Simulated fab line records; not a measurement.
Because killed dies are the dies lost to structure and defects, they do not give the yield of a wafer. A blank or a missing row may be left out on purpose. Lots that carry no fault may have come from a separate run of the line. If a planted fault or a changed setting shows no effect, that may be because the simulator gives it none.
fab line records	flow n5-finfet
record lots=7	wafers=18	last-day=16
route steps=1938 shown BEOL_M4@1069 PASSIVATION@1936
lots that met no fault: from a run of the same line without faults
start-h: hours from the record's first day to the start of the lot's first wafer shown	wait-h: hours elapsed since this lot's preceding step	" same as the row above	L1.1+2: a row that stands for several wafers	- no value present, or no start provided	* or withheld: withheld	< > ~ a bound
route shown NAME@n: NAME is a module with steps in the file, n the number in the route of the first one	usual: mean/standard deviation taken from wafers without a fault	same: alike in all rows	chamber/n: place in a boat	sites: each site's reading	_std_site: the standard deviation of these	_edge_site: inner sites' mean taken away from outer sites' mean	radius-mm: how far each site lies from the wafer's centre	mask NAME#n: copy n	behind: tool/chamber where the wafer was last shaped	hold: what put the lot on hold/how long, in hours/how the hold closed	device: the n, p or np transistor that did not switch	end of line: at the end of the route, the tests of the same wafers	a step without rows: its recipe alone	killed: count of dies lost to structure and defects at first sort (not the wafer's yield)	map: the dies of a wafer, with x for killed, . for not killed, _ for no die there
set.NAME: the run value of the setting; set.NAME@STEP: its run value at that earlier step	model.NAME: the simulator's own value behind a step, which no gauge read
certain route steps with their lots: each step a table, each wafer a row
services: when a tool's chamber went out of use (start-h, in hours from the record's first day, below 0 if earlier), for how many hours, and the reason
## steps
# step N5_BEOL_M4_STRIP_36
# recipe chemistry=N2/H2	power-w=450	temp-c=40	pressure-mtorr=20	rf-frequency-hz=6e+07	overash-fraction=0.3	bias-power-w=7	h2-frac=0.5	n2-flow-sccm=200	h2-flow-sccm=200
# usual drypump-motor-current-A=5.7/0.53	oes-product-au=0.80/0.098	power-w=450.0/1.5	rf-vpp-V=59.2/1.3	showerhead-plenum-p-Torr=2.55/0.081	throttle-valve-pct=23.62/0.19
lot.wafer	tool	chamber	start-h	wait-h	drypump-motor-current-A	oes-product-au	power-w	rf-hours-counter-h	rf-vpp-V	showerhead-plenum-p-Torr	throttle-valve-pct
L850.4	rie-diel-06	3	182.43	0.0	6.8	0.75	452.9	173	61.2	2.64	23.50
L850.5	"	1	"	"	5.4	0.68	451.6	-	57.6	2.50	23.66
L850.6	"	0	"	"	5.5	0.76	449.9	-	58.8	2.65	23.72
L851.4	rie-diel-01	1	186.40	0.0	4.9	0.92	452.2	26	57.4	2.49	23.39
L851.5	"	0	"	"	5.4	0.95	452.0	-	61.9	2.61	23.93
L851.6	"	3	"	"	5.8	0.89	448.5	-	57.0	2.60	23.44
L856.2	rie-diel-04	0	225.82	0.0	5.6	0.98	450.5	2	60.8	2.50	23.81
L856.4	"	3	"	"	5.6	0.72	451.1	208	59.2	2.41	23.45
L857.1	rie-diel-06	0	232.31	0.0	5.5	0.75	449.9	159	60.0	2.64	23.74
L857.2	"	1	"	"	5.3	0.67	448.3	249	58.1	2.50	23.72
L860.2	rie-diel-06	3	240.21	0.0	6.8	0.73	449.0	190	59.9	2.63	23.49
L860.6	"	2	"	"	5.4	0.91	450.2	-	58.4	2.49	23.37
L865.3	rie-diel-01	2	275.92	0.0	5.5	0.72	453.5	212	58.9	2.51	23.55
L865.5	"	3	"	"	5.8	0.85	448.8	-	60.7	2.58	23.51
L865.6	"	2	"	"	5.5	0.70	450.2	-	58.4	2.51	23.56
L866.1	rie-diel-01	3	279.37	0.0	5.8	0.85	448.9	67	56.4	2.58	23.50
L866.3	"	0	"	"	5.3	0.87	447.9	45	59.5	2.59	23.98
L866.5	"	1	"	"	4.9	0.86	450.3	-	60.7	2.47	23.43
# step N5_BEOL_M4_TRENCH_ETCH_37
# recipe chemistry=C4F6/O2	target-depth-a=555.55	target=SiOC	time-s=29.2	ion-energy-ev=250	pressure-mtorr=30	source-w=355	bias-w=185	Ar_flow_sccm=300	C4F6_flow_sccm=10	O2_flow_sccm=10
# usual O2_flow_sccm=10.00/0.03	drypump-motor-current-A=5.7/0.54	oes-product-au=0.80/0.097	rf-vpp-V=661/4.7	showerhead-plenum-p-Torr=2.86/0.083	throttle-valve-pct=20.84/0.16
lot.wafer	tool	chamber	start-h	wait-h	O2_flow_sccm	drypump-motor-current-A	oes-product-au	rf-hours-counter-h	rf-vpp-V	showerhead-plenum-p-Torr	throttle-valve-pct
L850.4	rie-diel-06	3	-	-	10.00	6.8	0.74	173	661	2.94	20.91
L850.5	"	1	"	"	10.02	5.3	0.68	-	652	2.81	20.92
L850.6	"	0	"	"	9.97	5.5	0.75	-	667	2.95	20.95
L851.4	rie-diel-01	1	-	-	9.96	4.8	0.90	26	655	2.79	20.56
L851.5	"	0	"	"	10.00	5.3	0.96	-	663	2.91	21.03
L851.6	"	3	"	"	9.98	5.8	0.90	-	656	2.89	20.68
L856.2	rie-diel-04	0	-	-	10.01	5.6	0.98	2	659	2.82	20.99
L856.4	"	3	"	"	10.01	5.6	0.72	208	664	2.70	20.62
L857.1	rie-diel-06	0	-	-	9.98	5.5	0.75	159	668	2.95	20.99
L857.2	"	1	"	"	10.07	5.4	0.68	249	652	2.80	20.93
L860.2	rie-diel-06	3	-	-	10.00	6.8	0.72	190	662	2.93	20.95
L860.6	"	2	"	"	10.03	5.4	0.89	-	657	2.80	20.78
L865.3	rie-diel-01	2	-	-	10.00	5.5	0.70	212	663	2.83	20.83
L865.5	"	3	"	"	10.02	5.8	0.86	-	657	2.87	20.72
L865.6	"	2	"	"	9.94	5.5	0.71	-	664	2.83	20.82
L866.1	rie-diel-01	3	-	-	10.02	5.8	0.85	67	657	2.87	20.74
L866.3	"	0	"	"	9.99	5.3	0.88	45	663	2.90	21.09
L866.5	"	1	"	"	10.03	4.9	0.85	-	653	2.77	20.57
# step N5_BEOL_M4_ETCH_41
# recipe chemistry=CH3F/O2	target=SiCN	target-depth-a=299	taper-deg=2	time-s=52.5	ion-energy-ev=120	mask-material=TiN	pressure-mtorr=30	source-w=395	bias-w=75	Ar_flow_sccm=150	CH3F_flow_sccm=30	O2_flow_sccm=20
# usual CH3F_flow_sccm=30.00/0.09	O2_flow_sccm=20.00/0.055	drypump-motor-current-A=5.7/0.53	oes-product-au=0.80/0.096	rf-vpp-V=297.6/1.5	showerhead-plenum-p-Torr=2.01/0.061	throttle-valve-pct=16.30/0.17
lot.wafer	tool	chamber	start-h	wait-h	CH3F_flow_sccm	O2_flow_sccm	drypump-motor-current-A	oes-product-au	rf-hours-counter-h	rf-vpp-V	showerhead-plenum-p-Torr	throttle-valve-pct
L850.4	rie-diel-06	3	-	-	30.08	19.93	6.8	0.74	173	299.0	2.07	16.42
L850.5	"	1	"	"	29.89	20.06	5.3	0.68	-	296.3	1.97	16.42
L850.6	"	0	"	"	29.78	20.04	5.5	0.75	-	298.2	2.08	16.45
L851.4	rie-diel-01	1	-	-	30.04	19.97	4.9	0.90	26	295.8	1.96	16.00
L851.5	"	0	"	"	29.93	19.97	5.3	0.94	-	299.6	2.05	16.42
L851.6	"	3	"	"	29.99	20.07	5.8	0.90	-	298.8	2.03	16.16
L856.2	rie-diel-04	0	-	-	29.86	20.02	5.6	0.97	2	296.8	1.98	16.34
L856.4	"	3	"	"	29.83	19.92	5.6	0.72	208	294.5	1.90	16.16
L857.1	rie-diel-06	0	-	-	30.04	20.02	5.5	0.74	159	299.2	2.08	16.47
L857.2	"	1	"	"	29.98	19.96	5.3	0.67	249	296.8	1.97	16.47
L860.2	rie-diel-06	3	-	-	30.18	19.90	6.8	0.73	190	298.8	2.07	16.46
L860.6	"	2	"	"	29.96	19.86	5.4	0.91	-	295.5	1.97	16.18
L865.3	rie-diel-01	2	-	-	30.06	19.85	5.5	0.69	212	297.6	1.99	16.33
L865.5	"	3	"	"	29.79	20.00	5.8	0.85	-	298.1	2.02	16.21
L865.6	"	2	"	"	29.96	19.98	5.5	0.70	-	297.3	1.99	16.33
L866.1	rie-diel-01	3	-	-	30.01	20.00	5.8	0.84	67	297.7	2.02	16.22
L866.3	"	0	"	"	30.12	19.98	5.3	0.88	45	298.2	2.04	16.49
L866.5	"	1	"	"	30.00	20.06	4.9	0.84	-	295.3	1.95	16.05
# step N5_BEOL_M4_STRIP_97
# recipe chemistry=N2/H2	time-s=10	power-w=450	temp-c=40	pressure-mtorr=20	rf-frequency-hz=6e+07	bias-power-w=7	n2-flow-sccm=200	h2-flow-sccm=200
# usual drypump-motor-current-A=5.7/0.53	oes-product-au=0.80/0.098	rf-vpp-V=59.2/0.85	showerhead-plenum-p-Torr=2.55/0.081	throttle-valve-pct=23.62/0.19
lot.wafer	tool	chamber	start-h	wait-h	drypump-motor-current-A	oes-product-au	rf-hours-counter-h	rf-vpp-V	showerhead-plenum-p-Torr	throttle-valve-pct
L850.4	rie-diel-06	3	-	-	6.8	0.74	173	59.9	2.64	23.49
L850.5	"	1	"	"	5.3	0.69	-	59.5	2.50	23.66
L850.6	"	0	"	"	5.5	0.75	-	61.5	2.65	23.73
L851.4	rie-diel-01	1	-	-	4.9	0.91	26	58.0	2.48	23.41
L851.5	"	0	"	"	5.3	0.95	-	58.6	2.61	23.95
L851.6	"	3	"	"	5.8	0.89	-	59.5	2.60	23.45
L856.2	rie-diel-04	0	-	-	5.6	0.99	2	59.6	2.50	23.79
L856.4	"	3	"	"	5.6	0.73	208	56.5	2.41	23.45
L857.1	rie-diel-06	0	-	-	5.5	0.74	159	60.5	2.64	23.75
L857.2	"	1	"	"	5.3	0.67	249	59.7	2.50	23.69
L860.2	rie-diel-06	3	-	-	6.8	0.72	190	58.4	2.63	23.51
L860.6	"	2	"	"	5.3	0.90	-	58.9	2.49	23.39
L865.3	rie-diel-01	2	-	-	5.5	0.70	212	58.9	2.51	23.56
L865.5	"	3	"	"	5.8	0.85	-	58.4	2.58	23.51
L865.6	"	2	"	"	5.5	0.69	-	60.1	2.51	23.54
L866.1	rie-diel-01	3	-	-	5.8	0.86	67	59.5	2.58	23.52
L866.3	"	0	"	"	5.4	0.88	45	60.2	2.59	23.97
L866.5	"	1	"	"	4.9	0.85	-	59.0	2.47	23.45
# step N5_BEOL_M4_OCD_MEAS_38
# usual trench-depth-nm=55.4/0.75
lot.wafer	tool	chamber	start-h	wait-h	trench-depth-nm
L850.4	ocd-02	-	182.63	-	54.8
L850.5	"	-	"	"	54.5
L850.6	"	-	"	"	54.6
L851.4	ocd-01	-	186.60	-	55.5
L851.5	"	-	"	"	57.4
L851.6	"	-	"	"	55.1
L856.2	ocd-01	-	226.02	-	56.6
L856.4	"	-	"	"	56.0
L857.1	ocd-01	-	232.50	-	55.7
L857.2	"	-	"	"	55.7
L860.2	ocd-02	-	240.40	-	54.8
L860.6	"	-	"	"	56.0
L865.3	ocd-02	-	276.12	-	55.4
L865.5	"	-	"	"	56.2
L865.6	"	-	"	"	55.8
L866.1	ocd-01	-	279.56	-	55.8
L866.3	"	-	"	"	56.7
L866.5	"	-	"	"	55.7
# step N5_BEOL_M4_HM_STRIP_39
# recipe chemistry=peroxide-tin-strip	material=TiN	target-depth-a=250	temp-c=50	time-s=158
# step N5_BEOL_M4_SRD_40
# recipe time-s=30	temp-c=23	rinse-liquid=diw	dry=ipa-marangoni
# step N5_BEOL_M4_PRECLEAN_42
# recipe chemistry=residue-remover	time-s=60	temp-c=40
# step N5_BEOL_M4_SRD_43
# recipe time-s=30	temp-c=23	rinse-liquid=diw	dry=ipa-marangoni
# step N5_BEOL_M4_CD_MEAS_35
# recipe target-cd-nm=18	target-cd-y-nm=22.4	polarity=opening
# usual cd-nm=17.99/0.29
lot.wafer	tool	chamber	start-h	wait-h	cd-nm
L850.4	cd-sem-02	-	182.78	0.0	17.60
L850.5	"	-	"	"	17.79
L850.6	"	-	"	"	17.80
L851.4	cd-sem-01	-	186.75	0.0	17.83
L851.5	"	-	"	"	18.09
L851.6	"	-	"	"	18.17
L856.2	cd-sem-01	-	226.17	0.0	17.50
L856.4	"	-	"	"	18.30
L857.1	cd-sem-01	-	232.65	0.0	17.90
L857.2	"	-	"	"	17.98
L860.2	cd-sem-02	-	240.55	0.0	17.81
L860.6	"	-	"	"	17.91
L865.3	cd-sem-03	-	276.27	0.0	17.89
L865.5	"	-	"	"	17.88
L865.6	"	-	"	"	18.11
L866.1	cd-sem-01	-	279.72	0.0	18.12
L866.3	"	-	"	"	18.21
L866.5	"	-	"	"	17.68
# step N5_BEOL_M4_DEGAS_44
# recipe ambient=vacuum	temp-c=250	time-s=60
# step N5_BEOL_M4_PRE_CLEAN_45
# recipe gas=H2/He	time-s=30	temp-c=250
# usual heater-power-w=342/40
lot.wafer	tool	chamber	start-h	wait-h	heater-power-w
L850.4	pvd-sputter-03	-	183.12	0.0	294
L850.5	"	-	"	"	298
L850.6	"	-	"	"	318
L851.4	pvd-sputter-02	-	186.90	0.0	352
L851.5	"	-	"	"	385
L851.6	"	-	"	"	357
L856.2	pvd-sputter-02	-	226.57	0.0	356
L856.4	"	-	"	"	347
L857.1	pvd-sputter-01	-	233.20	0.0	322
L857.2	"	-	"	"	376
L860.2	pvd-sputter-01	-	240.86	0.0	289
L860.6	"	-	"	"	300
L865.3	pvd-sputter-03	-	276.85	0.0	288
L865.5	"	-	"	"	463
L865.6	"	-	"	"	293
L866.1	pvd-sputter-01	-	280.54	0.0	346
L866.3	"	-	"	"	298
L866.5	"	-	"	"	324
# step N5_BEOL_M4_ALD_84
# recipe material=TaN	target-thk-a=*	temp-c=275	ald-precursor-family=PDMAT	ald-co-reactant=NH3	pressure-torr=3	carrier-flow-sccm=1500	pulse-time-s=2	purge-time-s=3	co-reactant-purge-time-s=2	co-reactant-pulse-time-s=3	ald-cycles=30	precursor-vessel-temp-c=75	precursor-vessel-pressure-torr=26.25	precursor-vessel-carrier-sccm=1000
# usual ald-cycles=30/0	heater-power-outer-w=235/20	heater-power-w=422/39	precursor-vessel-temp-c=75.01/0.12
lot.wafer	tool	chamber	start-h	wait-h	ald-cycles	heater-power-outer-w	heater-power-w	precursor-vessel-temp-c	since-wet-clean-h
L850.4	ald-metal-03	0	183.26	0.1	30	213	400	74.91	1385
L850.5	"	1	"	"	30	253	433	74.91	-
L850.6	"	0	"	"	30	214	386	75.02	-
L851.4	ald-metal-04	1	187.06	0.1	30	241	502	74.98	-
L851.5	"	0	"	"	30	226	405	75.06	-
L851.6	"	3	"	"	30	207	366	75.01	-
L856.2	ald-metal-04	3	226.66	0.1	28	211	361	75.01	4505
L856.4	"	0	"	"	30	221	401	75.09	4505
L857.1	ald-metal-04	0	233.36	0.1	30	227	405	75.00	4512
L857.2	"	2	"	"	28	267	452	75.16	4512
L860.2	ald-metal-04	1	240.93	0.0	28	251	501	75.08	4519
L860.6	"	0	"	"	28	224	403	75.17	-
L865.3	ald-metal-03	0	276.91	0.0	30	209	390	75.14	1478
L865.5	"	2	"	"	30	247	439	75.08	-
L865.6	"	1	"	"	30	261	423	74.86	-
L866.1	ald-metal-03	3	280.60	0.0	30	228	429	75.00	1482
L866.3	"	1	"	"	30	253	433	74.99	1482
L866.5	"	0	"	"	30	213	393	75.00	-
# step N5_BEOL_M4_SURFACE_TREAT_85
# recipe gas=Ar	time-s=*	ion-energy-ev=*	ion-current-ma-cm2=0.5	pressure-mtorr=*	ar-flow-sccm=30
# step N5_BEOL_M4_RC_MEAS_101
# usual DIBL_N=36.4/1.5	DIBL_P=36.6/1.9	IOFF_N=0.155/0.021	IOFF_P=0.211/0.028	ION_N=671/8.6	ION_P=462/5.8	SS_N=71.5/0.5	SS_P=73.4/0.58	VT_N=250.1/2.4	VT_P=-250.1/3
lot.wafer	tool	chamber	start-h	wait-h	DIBL_N[mV/V]	DIBL_P[mV/V]	IOFF_N[nA/um]	IOFF_P[nA/um]	ION_N[uA/um]	ION_P[uA/um]	SS_N[mV/dec]	SS_P[mV/dec]	VT_N[mV]	VT_P[mV]
L850.4	prober-02	0	187.46	0.5	34.8	33.8	0.118	0.144	656	447	70.7	72.6	254.6	-255.9
L850.5	"	0	"	"	35.0	34.5	0.137	0.158	669	450	71.0	73.2	249.6	-258.4
L850.6	"	0	"	"	36.6	36.4	0.154	0.179	675	459	71.1	73.5	247.8	-254.7
L851.4	prober-01	0	191.08	0.5	34.7	35.2	0.135	0.227	659	461	71.0	73.1	252.8	-248.1
L851.5	"	0	"	"	33.6	33.5	0.119	0.195	660	462	71.0	72.6	255.6	-248.2
L851.6	"	0	"	"	33.8	33.9	0.128	0.205	658	452	70.2	72.9	253.1	-251.0
L856.2	prober-02	0	230.85	0.2	33.8	35.9	0.128	0.204	662	470	71.2	72.7	252.9	-250.4
L856.4	"	0	"	"	33.3	35.1	0.130	0.204	665	459	71.6	72.4	253.2	-249.0
L857.1	prober-02	0	236.97	0.0	35.7	34.6	0.131	0.167	664	459	71.4	73.1	253.5	-252.8
L857.2	"	0	"	"	38.2	37.7	0.178	0.220	679	461	72.4	74.3	251.5	-250.0
L860.2	prober-02	0	244.65	0.2	35.9	35.0	0.149	0.202	665	453	71.5	73.0	251.1	-251.5
L860.6	"	0	"	"	33.7	32.7	0.121	0.173	652	449	70.4	72.9	251.0	-255.1
L865.3	prober-01	0	280.74	0.3	35.4	35.2	0.144	0.181	667	459	71.4	72.3	249.7	-251.8
L865.5	"	0	"	"	37.1	37.6	0.171	0.207	675	462	71.4	73.2	248.3	-250.1
L865.6	"	0	"	"	36.6	36.8	0.162	0.199	672	460	71.6	73.7	248.5	-251.7
L866.1	prober-01	0	283.95	0.0	37.1	38.6	0.172	0.229	689	473	72.1	74.1	248.8	-249.7
L866.3	"	0	"	"	35.8	36.7	0.145	0.197	674	465	71.0	73.8	250.3	-251.3
L866.5	"	0	"	"	36.2	36.7	0.147	0.193	671	456	71.8	73.7	249.4	-248.3
# step N5_PASSIVATION_PROBE_49
# usual defect-limited-yield=91.5/1.4	killed_at_M0_to_M3=33/10	killed_at_M4_up=13/5	killed-at-contacts=13/5.6	killed-at-front-end=38/12	killed-at-other=3.9/2.7	killed-dies=100/16	killed-on-rim=13/4	killed-open=66/13	killed-short=32/7.2	sort_bin_5_function=5.0/0.97	sort_bin_6_memory=3.2/0.61	sort-n-pass=1080/16	sort-yield-pct=91.5/1.4
# same gross-dies=1180	killed-at-back-side=0	sort_bin_4_leakage[%]=0	sort_bin_8_speed[%]=0
lot.wafer	tool	chamber	start-h	wait-h	defect-limited-yield[%]	killed_at_M0_to_M3	killed_at_M4_up	killed-at-contacts	killed-at-front-end	killed-at-other	killed-dies	killed-on-rim	killed-open	killed-short	sort_bin_5_function[%]	sort_bin_6_memory[%]	sort-n-pass	sort-yield-pct[%]
L850.4	prober-01	-	290.99	0.2	90.9	40	18	8	36	5	107	10	61	43	5.8	2.9	1073	90.9
L850.5	prober-01	-	291.04	0.2	90.8	33	14	13	43	6	109	16	78	31	5.2	4.0	1071	90.8
L850.6	prober-01	-	291.09	0.3	90.7	57	13	7	31	2	110	11	73	35	5.5	3.5	1070	90.7
L851.4	prober-01	-	296.49	0.2	91.3	31	7	26	36	3	103	15	76	25	5.8	2.7	1077	91.3
L851.5	prober-01	-	296.54	0.2	91.2	37	14	17	34	2	104	15	63	38	5.3	3.3	1076	91.2
L851.6	prober-01	-	296.59	0.3	91.5	47	11	16	23	3	100	18	57	41	5.8	2.3	1080	91.5
L856.2	prober-02	-	327.17	0.1	92.9	28	12	9	33	2	84	11	56	28	4.5	2.4	1096	92.9
L856.4	prober-02	-	327.27	0.2	92.5	12	16	18	41	1	88	16	58	29	4.6	2.7	1092	92.5
L857.1	prober-02	-	336.29	0.0	92.8	26	15	9	30	5	85	9	53	29	3.9	3.1	1095	92.8
L857.2	prober-02	-	336.34	0.1	93.7	29	5	10	22	8	74	9	46	28	4.2	2.1	1106	93.7
L860.2	prober-01	-	346.72	0.1	92.3	31	12	10	36	2	91	14	70	21	4.6	3.1	1089	92.3
L860.6	prober-01	-	346.92	0.3	91.7	42	13	12	30	1	98	21	62	36	4.8	2.9	1082	91.7
L866.1	prober-01	-	387.27	0.0	91.1	31	13	12	48	1	105	11	77	27	5.3	3.3	1075	91.1
L866.3	prober-01	-	387.37	0.1	91.7	40	17	14	27	0	98	14	64	33	4.2	4.0	1082	91.7
L866.5	prober-01	-	387.47	0.2	90.8	42	19	5	42	0	108	9	73	34	5.5	3.4	1072	90.8
L865.3	prober-02	-	392.48	0.1	89.8	42	19	10	46	3	120	13	78	39	6.0	3.8	1060	89.8
L865.5	prober-02	-	392.58	0.2	91.3	32	16	16	34	5	103	18	68	35	5.3	3.2	1077	91.3
L865.6	prober-02	-	392.63	0.3	91.7	38	5	17	34	4	98	10	65	32	5.2	3.0	1082	91.7
# killed by level:class
L850.4 BEOL_M0_SAQP:geometric-particle:short=14 BEOL_M0_SAQP:geometric-particle:open=9 MOL_CONTACT_COAG:geometric-particle:open=7 GATE_CUT:geometric-particle:short=6 BEOL_M4:geometric-particle:open=6 STI_FIN_REVEAL:geometric-particle:open=5 BEOL_M1:geometric-particle:short=5 BEOL_M5:geometric-particle:open=5
L850.5 MOL_CONTACT_COAG:geometric-particle:open=11 BEOL_M1:geometric-particle:open=9 DUMMY_GATE:geometric-particle:open=8 GATE_CUT:geometric-particle:short=8 BEOL_M3:geometric-particle:open=8 FIN_SAQP:geometric-particle:short=6 BEOL_M4:geometric-particle:open=5 BEOL_M8:geometric-particle:open=5
L850.6 BEOL_M3:geometric-particle:open=12 BEOL_M0_SAQP:geometric-particle:open=10 BEOL_M0_SAQP:geometric-particle:short=9 FIN_SAQP:geometric-particle:open=7 BEOL_M2:geometric-particle:open=7 MOL_CONTACT_COAG:geometric-particle:open=6 BEOL_M1:geometric-particle:open=6 DUMMY_GATE:geometric-particle:open=5
L851.4 MOL_CONTACT_COAG:geometric-particle:open=19 STI_FIN_REVEAL:geometric-particle:open=13 BEOL_M2:geometric-particle:open=9 MOL_CONTACT_COAG:geometric-particle:short=7 BEOL_M0_SAQP:geometric-particle:short=6 FIN_SAQP:geometric-particle:open=5 BEOL_M0_SAQP:geometric-particle:open=5 DUMMY_GATE:geometric-particle:open=3
L851.5 MOL_CONTACT_COAG:geometric-particle:open=12 STI_FIN_REVEAL:geometric-particle:open=11 BEOL_M0_SAQP:geometric-particle:short=11 BEOL_M0_SAQP:geometric-particle:open=9 BEOL_M2:geometric-particle:open=6 FIN_SAQP:geometric-particle:short=5 MOL_CONTACT_COAG:geometric-particle:short=5 DUMMY_GATE:geometric-particle:open=4
L851.6 BEOL_M0_SAQP:geometric-particle:short=16 MOL_CONTACT_COAG:geometric-particle:open=12 BEOL_M0_SAQP:geometric-particle:open=11 BEOL_M2:geometric-particle:open=10 FIN_SAQP:geometric-particle:open=4 MOL_CONTACT_COAG:geometric-particle:short=4 BEOL_M0:geometric-particle:open=4 STI_FIN_REVEAL:geometric-particle:open=3
L856.2 FIN_SAQP:geometric-particle:open=7 BEOL_M0_SAQP:geometric-particle:open=7 STI_FIN_REVEAL:geometric-particle:open=6 MOL_CONTACT_COAG:geometric-particle:open=6 BEOL_M3:geometric-particle:open=5 BEOL_M4:geometric-particle:open=5 BEOL_M1:geometric-particle:open=4 BEOL_M5:geometric-particle:open=4
L856.4 MOL_CONTACT_COAG:geometric-particle:open=14 STI_FIN_REVEAL:geometric-particle:open=9 BEOL_M5:geometric-particle:open=7 FIN_SAQP:geometric-particle:short=6 BEOL_M1:geometric-particle:open=5 STARTING-WAFER:geometric-particle:open=5 FIN_SAQP:geometric-particle:open=4 GATE_CUT:geometric-particle:short=4
L857.1 BEOL_M2:geometric-particle:open=9 BEOL_M4:geometric-particle:open=8 STI_FIN_REVEAL:geometric-particle:open=7 MOL_CONTACT_COAG:geometric-particle:open=7 SPACER0:geometric-particle:short=6 BEOL_M0_SAQP:geometric-particle:short=6 BEOL_M0_SAQP:geometric-particle:open=4 GATE_CUT:geometric-particle:open=3
L857.2 BEOL_M1:geometric-particle:open=8 MOL_CONTACT_COAG:geometric-particle:open=6 BEOL_M0_SAQP:geometric-particle:open=5 GATE_CUT:geometric-particle:open=4 MOL_CONTACT_COAG:geometric-particle:short=4 FIN_SAQP:geometric-particle:short=3 BEOL_M0_SAQP:geometric-particle:short=3 BEOL_M1:geometric-particle:short=3
L860.2 STI_FIN_REVEAL:geometric-particle:open=13 BEOL_M0_SAQP:geometric-particle:open=10 MOL_CONTACT_COAG:geometric-particle:open=9 DUMMY_GATE:geometric-particle:open=7 BEOL_M3:geometric-particle:open=7 BEOL_M0_SAQP:geometric-particle:short=6 BEOL_M2:geometric-particle:open=6 BEOL_M4:geometric-particle:open=6
L860.6 BEOL_M0_SAQP:geometric-particle:open=12 BEOL_M0_SAQP:geometric-particle:short=9 MOL_CONTACT_COAG:geometric-particle:open=9 BEOL_M3:geometric-particle:open=8 STI_FIN_REVEAL:geometric-particle:open=5 BEOL_M1:geometric-particle:open=5 ILD0:geometric-particle:short=4 BEOL_M5:geometric-particle:open=4
L866.1 STI_FIN_REVEAL:geometric-particle:open=19 BEOL_M2:geometric-particle:open=10 MOL_CONTACT_COAG:geometric-particle:open=10 FIN_SAQP:geometric-particle:open=9 BEOL_M3:geometric-particle:open=6 STARTING-WAFER:geometric-particle:open=5 BEOL_M0_SAQP:geometric-particle:short=4 STI_FIN_REVEAL:geometric-particle:short=4
L866.3 BEOL_M4:geometric-particle:open=15 MOL_CONTACT_COAG:geometric-particle:open=11 BEOL_M2:geometric-particle:open=9 BEOL_M0_SAQP:geometric-particle:open=9 FIN_SAQP:geometric-particle:short=7 GATE_CUT:geometric-particle:short=6 BEOL_M0_SAQP:geometric-particle:short=6 FIN_SAQP:geometric-particle:open=5
L866.5 BEOL_M0_SAQP:geometric-particle:open=11 STI_FIN_REVEAL:geometric-particle:open=10 BEOL_M0_SAQP:geometric-particle:short=10 BEOL_M4:geometric-particle:open=10 FIN_SAQP:geometric-particle:open=6 BEOL_M2:geometric-particle:open=6 BEOL_M4:geometric-particle:short=6 STARTING-WAFER:geometric-particle:open=6
L865.3 BEOL_M1:geometric-particle:open=11 STI_FIN_REVEAL:geometric-particle:open=10 BEOL_M0_SAQP:geometric-particle:open=10 FIN_SAQP:geometric-particle:short=9 MOL_CONTACT_COAG:geometric-particle:open=9 BEOL_M4:geometric-particle:open=8 BEOL_M0_SAQP:geometric-particle:short=7 FIN_SAQP:geometric-particle:open=5
L865.5 BEOL_M4:geometric-particle:open=11 MOL_CONTACT_COAG:geometric-particle:open=10 FIN_SAQP:geometric-particle:open=9 STI_FIN_REVEAL:geometric-particle:open=9 BEOL_M0_SAQP:geometric-particle:open=7 BEOL_M1:geometric-particle:open=7 MOL_CONTACT_COAG:geometric-particle:short=6 BEOL_M0_SAQP:geometric-particle:short=5
L865.6 MOL_CONTACT_COAG:geometric-particle:open=12 BEOL_M0_SAQP:geometric-particle:open=12 BEOL_M1:geometric-particle:open=11 FIN_SAQP:geometric-particle:open=10 FIN_SAQP:geometric-particle:short=10 STI_FIN_REVEAL:geometric-particle:open=5 MOL_CONTACT_COAG:geometric-particle:short=5 BEOL_M0_SAQP:geometric-particle:short=5
## services
tool	chamber	start-h	hours	kind
ald-metal-04	2	180.37	35.2	repair
rie-diel-04	0	204.28	-	clean
rie-diel-04	0	204.28	-	consumable-replace:focus-ring
rie-diel-04	0	204.28	17.3	scheduled-down
rie-diel-04	0	204.28	17.3	vent-cycle
rie-diel-04	1	217.32	5.2	repair
rie-diel-06	1	242.35	55.8	repair
ald-metal-03	-	255.55	1.3	repair
ald-metal-04	-	257.14	8.7	pm
rie-diel-04	0	265.68	8.2	repair
rie-diel-06	2	272.24	7.4	repair
ald-metal-04	2	272.58	5.5	repair
## key
first-sign step=N5_BEOL_M4_ALD_84	reading=ald-cycles	direction=down	sigmas=99+	usual=*	struck=*
effect none on later readings
met-at N5_BEOL_M4_ALD_84
struck-wafers L856.2,L857.2,L860.2,L860.6
onset-between 187.06 226.66
fault kind=process-parameter-drift	tool=ald-metal-04	chamber=-	onset-h=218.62	steps=N5_BEOL_M4_ALD_84	channel=ald-cycles	offset=*	shape=step	end-h=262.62	scope=struck-wafers-only	acts-in=*	stated=*
